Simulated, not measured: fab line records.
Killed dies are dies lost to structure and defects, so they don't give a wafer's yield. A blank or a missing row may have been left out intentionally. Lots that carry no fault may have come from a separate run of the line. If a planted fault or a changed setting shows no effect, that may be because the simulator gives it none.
Chamber matching ; flow nand harc ; cmp-01 running NHARC_A_STAIRCASE_CMP_472: 4 sister chambers
The step polishes SiO2. 4 wafers are shown with their chamber, then 8 later ones without.

## WAFERS, EACH WITH ITS CHAMBER
wafer;chamber;motor current A (A)
L081.4;0;11.3
L089.4;1;13.6
L089.6;2;12.7
L095.2;3;12.7

## WAFERS WHOSE CHAMBER IS MISSING
wafer;motor current A (A)
L095.5;13.2
L095.6;13.3
L094.1;12.1
L094.2;13.2
L094.3;13.1
L097.1;13.2
L097.5;13.1
L097.6;13.3

## WHICH CHAMBER EACH WENT THROUGH
wafer;from the rows above;in truth
L095.5;can't be placed: 1 or 2 or 3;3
L095.6;can't be placed: 1 or 2 or 3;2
L094.1;can't be placed: 2 or 3 or 0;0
L094.2;can't be placed: 1 or 2 or 3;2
L094.3;can't be placed: 2 or 3 or 1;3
L097.1;can't be placed: 1 or 2 or 3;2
L097.5;can't be placed: 2 or 3 or 1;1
L097.6;can't be placed: 1 or 2 or 3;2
Placed correctly: 0 of 8. Cannot be placed on the basis of these rows: 8; the candidates contain the true chamber in 8. Wrongly placed: 0.
How it was worked out, from the rows above alone: a wafer's distance from a chamber is the root of the sum, over the readings, of the square of ((its reading less the chamber's mean) divided by the reading's scatter). The wafer belongs to the nearest chamber; if the next one is less than 2 further off, it can't be placed. For every chamber, the mean is computed from those of its wafers that are shown. The scatter: root of mean squared gap, hidden wafer to nearest shown wafer, with one shown wafer a chamber.
